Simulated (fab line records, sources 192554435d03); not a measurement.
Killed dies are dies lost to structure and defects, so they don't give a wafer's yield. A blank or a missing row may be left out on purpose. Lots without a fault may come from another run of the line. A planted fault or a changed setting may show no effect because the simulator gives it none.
Chamber matching | flow n5_finfet | N5_SD_EPI_P_ETCH_47 on rie_diel-01: 4 sister chambers
The step etches SiOCN in CH3F/O2, target depth 25 nm. 14 wafers are shown with their chamber, then 7 later ones without.

WAFERS WITH THEIR CHAMBER
wafer  | chamber | drypump_motor_current_A (A) | showerhead_plenum_p_Torr (Torr) | rf_vpp_V (V)
L586.1 | 2       | 5.1                         | 2.05                            | 127.4
L586.4 | 1       | 6.1                         | 2.06                            | 128.4
L586.5 | 0       | 6.1                         | 2.07                            | 133.3
L587.3 | 1       | 6.1                         | 2.06                            | 128.9
L587.4 | 3       | 6.3                         | 1.98                            | 125.0
L587.5 | 1       | 6.1                         | 2.06                            | 128.8
L590.3 | 0       | 6.1                         | 2.06                            | 134.2
L590.4 | 1       | 6.1                         | 2.06                            | 128.4
L590.6 | 0       | 6.1                         | 2.06                            | 132.1
L594.1 | 2       | 5.1                         | 2.04                            | 125.9
L594.2 | 3       | 6.4                         | 1.98                            | 125.8
L594.6 | 1       | 6.2                         | 2.06                            | 126.6
L602.3 | 1       | 6.2                         | 2.05                            | 127.6
L602.4 | 0       | 6.2                         | 2.06                            | 133.2

SIGNATURES (means of the wafers above)
reading                  | chamber 0 | chamber 1 | chamber 2 | chamber 3 | scatter within a chamber
drypump_motor_current_A  | 6.125     | 6.133     | 5.100     | 6.350     | 0.0508
showerhead_plenum_p_Torr | 2.0625    | 2.0583    | 2.0450    | 1.9800    | 0.00456
rf_vpp_V                 | 133.200   | 128.117   | 126.650   | 125.400   | 0.864
Rule: a wafer's distance from a chamber is the root of the sum, over the readings, of the square of ((its reading less the chamber's mean) divided by the reading's scatter). The wafer belongs to the nearest chamber; if the next one is less than 2 further off, it can't be placed. The scatter: the root of (the sum of the squares of (reading less its chamber's mean) over the shown wafers, divided by (wafers less chambers)).

WAFERS WITHOUT THEIR CHAMBER
wafer  | drypump_motor_current_A (A) | showerhead_plenum_p_Torr (Torr) | rf_vpp_V (V)
L602.5 | 6.2                         | 2.05                            | 126.0
L606.1 | 5.1                         | 2.03                            | 126.8
L606.2 | 6.1                         | 2.05                            | 126.6
L606.3 | 6.1                         | 2.06                            | 133.0
L608.3 | 6.3                         | 1.97                            | 126.4
L608.5 | 6.3                         | 1.97                            | 125.4
L608.6 | 6.2                         | 2.06                            | 132.1

WHICH CHAMBER EACH WENT THROUGH
wafer  | from the rows above | in truth
L602.5 | 1                   | 1
L606.1 | 2                   | 2
L606.2 | 1                   | 1
L606.3 | 0                   | 0
L608.3 | 3                   | 3
L608.5 | 3                   | 3
L608.6 | 0                   | 0
Placed correctly: 7 of 7. Can't be placed from these rows: 0. Placed wrongly: 0.
